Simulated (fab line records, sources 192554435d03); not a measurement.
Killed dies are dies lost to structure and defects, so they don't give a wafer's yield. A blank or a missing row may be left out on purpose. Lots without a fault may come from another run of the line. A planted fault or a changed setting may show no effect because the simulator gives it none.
One fault seen from 2 desks | flow n5_finfet | each desk has only its own numbers; what lay behind them comes last

THE TOOL OWNER'S DESK: ald_sin-02
The tool's own readings at N5_BEOL_M4_ALD_98 (deposits SiO2, target thk 2.5 nm, pulse time 1 s, co reactant pulse time 1 s): means of the sampled wafers that have a number, for each lot that ran on this tool. A lot is out of limits, marked OUT, if its mean lies more than 4 standard deviations from the usual mean; the brackets give that distance.
Columns: A = heater_power_w at N5_BEOL_M4_ALD_98, usual 79 W; B = precursor_pulse_height_rel at N5_BEOL_M4_ALD_98, usual 1.003; C = susceptor_temp_C at N5_BEOL_M4_ALD_98, usual 99.99 C
lot  | first seen here | A  | B     | C
L447 | day 7 19:58     | 79 | 0.993 | 99.98
L445 | day 7 21:22     | 90 | 1.009 | 99.95
L457 | day 10 13:34    | 87 | 0.988 | 100.07
L459 | day 11 03:13    | 81 | 1.002 | 100.01
L460 | day 11 07:35    | 86 | 0.988 | 99.92
This desk's finding: nothing out of limits on any of the 5 lots.

THE METROLOGY DESK
What the gauges read, lot by lot, whatever tool the lot ran on: means of the sampled wafers that have a number. A lot is out of limits, marked OUT, if its mean lies more than 4 standard deviations from the usual mean; the brackets give that distance. Of its 10 readings 7 are shown: those that lie furthest out on some lot.
Columns: A = DIBL_P at N5_BEOL_M4_RC_MEAS_101, usual 37.0 mV/V; B = IOFF_P at N5_BEOL_M4_RC_MEAS_101, usual 0.23 nA/um; C = ION_N at N5_BEOL_M4_RC_MEAS_101, usual 680 uA/um; D = ION_P at N5_BEOL_M4_RC_MEAS_101, usual 466 uA/um; E = SS_P at N5_BEOL_M4_RC_MEAS_101, usual 73.5 mV/dec; F = VT_N at N5_BEOL_M4_RC_MEAS_101, usual 248 mV; G = VT_P at N5_BEOL_M4_RC_MEAS_101, usual -249 mV
lot  | first seen here | A    | B    | C   | D   | E    | F   | G
L447 | day 8 01:04     | 39.0 | 0.30 | 701 | 478 | 74.0 | 243 | -243
L445 | day 8 09:23     | 36.4 | 0.21 | 680 | 464 | 73.7 | 249 | -251
L450 | day 9 11:35     | 39.3 | 0.23 | 683 | 465 | 73.3 | 249 | -250
L457 | day 10 22:02    | 33.5 | 0.20 | 682 | 468 | 72.3 | 250 | -250
L460 | day 11 13:43    | 34.2 | 0.22 | 661 | 462 | 73.0 | 252 | -248
L459 | day 11 14:02    | 36.5 | 0.21 | 682 | 464 | 73.6 | 248 | -250
L464 | day 12 20:40    | 36.0 | 0.23 | 682 | 469 | 72.8 | 247 | -250
L467 | day 13 10:34    | 36.9 | 0.21 | 676 | 465 | 73.3 | 251 | -252
L468 | day 13 11:31    | 39.0 | 0.29 | 694 | 480 | 74.2 | 242 | -242
This desk's finding: nothing out of limits on any of the 9 lots.

PUT TOGETHER
The tool owner's desk saw nothing out of limits.
The metrology desk saw nothing out of limits.

WHAT THE SIMULATOR HAD PUT IN
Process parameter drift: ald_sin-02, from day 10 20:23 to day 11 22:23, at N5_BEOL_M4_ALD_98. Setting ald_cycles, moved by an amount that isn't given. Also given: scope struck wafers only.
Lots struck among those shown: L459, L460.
